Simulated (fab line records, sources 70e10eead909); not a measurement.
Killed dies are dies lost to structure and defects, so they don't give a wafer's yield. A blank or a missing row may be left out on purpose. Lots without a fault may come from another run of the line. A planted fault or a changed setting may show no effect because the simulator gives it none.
Which tool did it? | flow nand_harc | 11 lots, 33 wafers sampled, at 5 steps of a route of 1159

WHAT THE GAUGES READ, wafer by wafer
NHARC_THIN_TSV_CD_MEAS_16. Usual: cd_nm 1000.9 nm, standard deviation 2.5.
lot  | measured     | on        | cd_nm (nm)           | flag
L771 | day 19 00:02 | cd_sem-02 | 1003.0 1001.9 1002.6 |
L773 | day 19 03:40 | cd_sem-02 | 1002.2 999.3 998.9   |
L775 | day 19 17:24 | cd_sem-02 | 1004.7 1001.7 1006.5 |
L772 | day 19 18:36 | cd_sem-01 | 1002.2 999.7 1001.5  |
L777 | day 20 11:50 | cd_sem-02 | 1001.2 1001.8 1002.0 |
L784 | day 21 17:05 | cd_sem-02 | 1001.3 999.5 998.4   |
L781 | day 22 19:29 | cd_sem-02 | 1002.8 1000.3 1006.2 |
L786 | day 23 07:25 | cd_sem-03 | 998.4 1002.2 1001.0  |
L787 | day 23 08:38 | cd_sem-01 | 1005.6 1003.3 999.2  |
L790 | day 23 15:19 | cd_sem-03 | 998.3 999.1 997.3    |
L791 | day 23 14:07 | cd_sem-03 | 1002.4 999.1 1000.9  |

NHARC_END_WLT_00. Usual: VT_DECK1_BOTTOM 0.873, standard deviation 0.0072; VT_DECK1_BOTTOM_INNER 0.873, standard deviation 0.0064; VT_DECK1_MEDIAN_NEAR_BOTTOM 0.874, standard deviation 0.0067; VT_DECK1_MEDIAN_NEAR_BOTTOM_INNER 0.874, standard deviation 0.0066; VT_DECK1_MIDDLE 0.884, standard deviation 0.0068; VT_DECK1_MIDDLE_INNER 0.885, standard deviation 0.0065; VT_DECK1_TOP 0.895, standard deviation 0.0074; VT_DECK1_TOP_INNER 0.895, standard deviation 0.0063.
lot  | measured     | on        | VT_DECK1_BOTTOM   | VT_DECK1_BOTTOM_INNER | VT_DECK1_MEDIAN_NEAR_BOTTOM | VT_DECK1_MEDIAN_NEAR_BOTTOM_INNER | VT_DECK1_MIDDLE   | VT_DECK1_MIDDLE_INNER | VT_DECK1_TOP      | VT_DECK1_TOP_INNER | flag
L771 | day 19 10:02 | prober-01 | 0.867 0.857 0.861 | 0.877 0.867 0.862     | 0.869 0.866 0.861           | 0.875 0.864 0.855                 | 0.879 0.878 0.887 | 0.883 0.875 0.877     | 0.886 0.891 0.902 | 0.892 0.887 0.889  |
L773 | day 20 01:06 | prober-01 | 0.874 0.872 0.888 | 0.877 0.876 0.875     | 0.868 0.873 0.880           | 0.883 0.874 0.870                 | 0.880 0.882 0.892 | 0.877 0.883 0.884     | 0.892 0.899 0.892 | 0.891 0.887 0.894  |
L775 | day 20 04:05 | prober-02 | 0.879 0.874 0.876 | 0.877 0.870 0.870     | 0.872 0.873 0.878           | 0.875 0.877 0.871                 | 0.892 0.889 0.877 | 0.888 0.892 0.888     | 0.896 0.899 0.899 | 0.896 0.901 0.899  |
L772 | day 20 09:29 | prober-01 | 0.862 0.861 0.873 | 0.851 0.867 0.880     | 0.863 0.868 0.879           | 0.864 0.862 0.872                 | 0.877 0.873 0.877 | 0.866 0.877 0.874     | 0.889 0.877 0.884 | 0.890 0.882 0.888  |
L777 | day 20 22:43 | prober-02 | 0.877 0.881 0.885 | 0.880 0.883 0.878     | 0.874 0.890 0.878           | 0.871 0.882 0.888                 | 0.894 0.891 0.894 | 0.905 0.893 0.893     | 0.910 0.904 0.919 | 0.903 0.904 0.901  |
L784 | day 22 05:22 | prober-01 | 0.861 0.877 0.865 | 0.873 0.870 0.867     | 0.868 0.872 0.866           | 0.870 0.870 0.873                 | 0.885 0.883 0.880 | 0.882 0.880 0.887     | 0.887 0.892 0.894 | 0.893 0.895 0.889  |
L781 | day 23 06:22 | prober-02 | 0.875 0.878 0.870 | 0.873 0.871 0.874     | 0.875 0.876 0.872           | 0.875 0.877 0.878                 | 0.885 0.893 0.891 | 0.889 0.881 0.881     | 0.896 0.898 0.891 | 0.893 0.888 0.886  |
L786 | day 23 22:53 | prober-01 | 0.884 0.886 0.880 | 0.882 0.885 0.876     | 0.880 0.875 0.871           | 0.888 0.887 0.887                 | 0.904 0.898 0.898 | 0.888 0.892 0.891     | 0.907 0.901 0.907 | 0.903 0.901 0.904  |
L787 | day 23 22:53 | prober-02 | 0.872 0.864 0.877 | 0.869 0.870 0.868     | 0.866 0.870 0.869           | 0.872 0.868 0.868                 | 0.886 0.877 0.877 | 0.880 0.872 0.881     | 0.889 0.897 0.893 | 0.897 0.886 0.884  |
L790 | day 24 14:56 | prober-02 | 0.881 0.870 0.878 | 0.876 0.876 0.875     | 0.882 0.881 0.869           | 0.883 0.879 0.878                 | 0.893 0.887 0.885 | 0.886 0.882 0.885     | 0.904 0.895 0.901 | 0.899 0.909 0.904  |
L791 | day 24 15:37 | prober-01 | 0.877 0.889 0.870 | 0.875 0.876 0.867     | 0.875 0.872 0.869           | 0.884 0.878 0.871                 | 0.889 0.888 0.882 | 0.881 0.887 0.888     | 0.893 0.897 0.895 | 0.902 0.890 0.890  |

NHARC_END_SORT_01. Usual: defect_limited_yield 95.5 %, standard deviation 1.4; killed_at_array 26, standard deviation 9.1; killed_at_other 0.7, standard deviation 0.9; killed_at_periphery 3.6, standard deviation 2.8; killed_dies 30, standard deviation 9.2; killed_open 3.0, standard deviation 1.9; killed_short 2.0, standard deviation 1.4; sort_bin_2_pct 1.4 %, standard deviation 0.6; sort_bin_3_pct 0.23 %, standard deviation 0.17; sort_bin_4_pct 2.8 %, standard deviation 0.92; sort_n_pass 647, standard deviation 9.2; sort_rim_yield_pct 95.9 %, standard deviation 2.1; sort_yield_pct 95.5 %, standard deviation 1.4.
lot  | measured     | on        | defect_limited_yield (%) | killed_at_array | killed_at_other | killed_at_periphery | killed_dies | killed_open | killed_short | sort_bin_2_pct (%) | sort_bin_3_pct (%) | sort_bin_4_pct (%) | sort_n_pass | sort_rim_yield_pct (%) | sort_yield_pct (%) | flag
L771 | day 19 13:20 | prober-01 | 96.5 95.7 94.4           | 22 24 33        | 1 0 0           | 1 5 5               | 24 29 38    | 2 6 2       | 2 4 4        | 1.5 1.9 2.4        | 0.15 0.15 0.30     | 1.9 2.2 3.0        | 653 648 639 | 96.2 100.0 96.2        | 96.5 95.7 94.4     |
L773 | day 20 04:08 | prober-01 | 95.6 94.5 96.5           | 28 31 22        | 0 1 0           | 2 5 2               | 30 37 24    | 2 9 2       | 1 4 0        | 1.8 2.4 1.8        | 0 0.44 0.30        | 2.7 2.7 1.5        | 647 640 653 | 91.5 95.3 95.3         | 95.6 94.5 96.5     |
L777 | day 21 01:43 | prober-02 | 96.2 96.3 95.0           | 23 21 23        | 1 3 5           | 2 1 6               | 26 25 34    | 4 3 3       | 3 0 2        | 1.3 0.9 1.8        | 0.15 0.30 0        | 2.4 2.5 3.2        | 651 652 643 | 96.2 98.1 93.4         | 96.2 96.3 95.0     |
L784 | day 22 08:22 | prober-01 | 64.0 64.0 63.8           | 244 242 242     | 0 0 0           | 0 2 3               | 244 244 245 | 0 1 1       | 2 1 2        | 12.1 11.8 12.3     | 2.95 1.62 1.48     | 21.0 22.6 22.5     | 433 433 432 | 67.0 62.3 67.0         | 64.0 64.0 63.8     | OFF
L781 | day 23 09:22 | prober-02 | 60.7 61.6 62.9           | 261 255 249     | 1 1 0           | 4 4 2               | 266 260 251 | 2 4 6       | 2 1 1        | 11.8 13.3 10.3     | 3.10 2.36 2.95     | 24.4 22.7 23.8     | 411 417 426 | 53.8 65.1 66.0         | 60.7 61.6 62.9     | OFF

WHICH TOOL RAN EACH LOT (tool, then ch and the chambers of the sampled wafers, then the start)
lot  | NHARC_A_M1_CMP_23             | NHARC_THIN_TSV_ANNEAL_52
L771 | cmp-01 ch 0,2,3, day 18 03:52 | rtp_anneal-01 ch 0, day 19 03:05
L773 | cmp-02 ch 1,2,3, day 18 05:13 | rtp_anneal-01 ch 0, day 19 06:44
L775 | cmp-01 ch 1,3, day 18 22:01   | rtp_anneal-02 ch 0, day 19 20:25
L772 | cmp-04 ch 1,2,3, day 19 01:01 | rtp_anneal-02 ch 0, day 19 21:38
L777 | cmp-04 ch 0,1,3, day 19 17:11 | rtp_anneal-01 ch 0, day 20 15:02
L784 | cmp-04 ch 0,1, day 20 20:12   | rtp_anneal-01 ch 0, day 21 20:09
L781 | cmp-04 ch 0,1,2, day 21 23:20 | rtp_anneal-02 ch 0, day 22 22:34
L786 | cmp-02 ch 0,1, day 22 12:28   | rtp_anneal-01 ch 0, day 23 12:17
L787 | cmp-01 ch 0,2,3, day 22 13:08 | rtp_anneal-01 ch 0, day 23 12:59
L790 | cmp-01 ch 0,1,3, day 22 19:19 | rtp_anneal-01 ch 0, day 23 20:23
L791 | cmp-01 ch 2,3, day 22 22:17   | rtp_anneal-02 ch 0, day 23 20:10
- NHARC_A_M1_CMP_23: polishes, t overpolish 20 s, target thk 154.34 nm.
- NHARC_THIN_TSV_ANNEAL_52: time 90 s.

WHAT THE TOOLS THEMSELVES READ (means of the sampled wafers that have a number; where no wafer has one, the mark that the record gives instead)
NHARC_A_M1_CMP_23. Usual: edge_zone_pressure_frac 1.000, standard deviation 0.005; motor_current_A 12.1 A, standard deviation 1.1; slurry_flow_ml_min 150.0, standard deviation 0.49; time_to_endpoint_s 27 s, standard deviation 3.5.
lot  | tool   | edge_zone_pressure_frac | motor_current_A (A) | slurry_flow_ml_min | time_to_endpoint_s (s) | flag
L771 | cmp-01 | 0.999                   | 11.5                | 150.2              | 27                     |
L773 | cmp-02 | 1.003                   | 13.1                | 150.5              | 27                     |
L775 | cmp-01 | 1.009                   | 11.7                | 149.9              | 28                     |
L772 | cmp-04 | 0.998                   | 13.1                | 149.7              | 25                     |
L777 | cmp-04 | 1.000                   | 12.3                | 149.7              | 26                     |
L784 | cmp-04 | 0.997                   | 11.7                | 150.1              | 25                     |
L781 | cmp-04 | 1.000                   | 12.5                | 149.8              | 26                     |
L786 | cmp-02 | 0.999                   | 12.2                | 149.5              | 27                     |
L787 | cmp-01 | 0.999                   | 11.2                | 150.4              | 26                     |
L790 | cmp-01 | 1.006                   | 11.5                | 150.1              | 30                     |
L791 | cmp-01 | 0.997                   | 11.3                | 150.6              | 25                     |

NHARC_THIN_TSV_ANNEAL_52. Usual: anneal_temp_c_max 226.13, standard deviation 0.26; wafer_temp_C_max 225.81, standard deviation 0.21.
lot  | tool          | anneal_temp_c_max | wafer_temp_C_max | flag
L771 | rtp_anneal-01 | 225.92            | 225.71           |
L773 | rtp_anneal-01 | 226.06            | 225.85           |
L775 | rtp_anneal-02 | 226.21            | 225.89           |
L772 | rtp_anneal-02 | 226.65            | 225.74           |
L777 | rtp_anneal-01 | 226.04            | 225.73           |
L784 | rtp_anneal-01 | 226.09            | 225.64           |
L781 | rtp_anneal-02 | 226.35            | 225.89           |
L786 | rtp_anneal-01 | 226.10            | 225.91           |
L787 | rtp_anneal-01 | 226.21            | 225.65           |
L790 | rtp_anneal-01 | 226.03            | 225.62           |
L791 | rtp_anneal-02 | 226.35            | 225.77           |

THE ANSWER, worked out from the rows above alone
Rule: a lot is off if the mean of its wafers that have a number lies more than 3 standard deviations from the usual mean. A lot without any number at a reading at which 4 lots or more have one is off too. The other lots that the step has rows for count as sound. The gauges are gone through in route order, then the tools' own readings, and for those a lot's mean is taken as printed above. The first step at which some lot is off is used, and at that step the reading that is off furthest; a lot without a number counts as furthest.
Off: L784, L781, at NHARC_END_SORT_01 (killed_at_array). Neither off nor sound, because the step has no rows for them: L775, L772, L786, L787, L790, L791.
A tool fits if, at a process step before that reading, it ran every lot that is off, and no sound lot after the first of them. The gauges at NHARC_END_SORT_01 are tried like those tools. One fits: cmp-04 at NHARC_A_M1_CMP_23. Its last sound lot is L777 (day 19 17:11), its first lot that is off L784 (day 20 20:12): a fault that began between those two fits.

WHAT THE SIMULATOR HAD PUT IN
Chamber particle source: cmp-04, from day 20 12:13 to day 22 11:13, at NHARC_A_M1_CMP_23. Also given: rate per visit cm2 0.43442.
Lots struck among those shown: L784, L781. The rule above found the same.
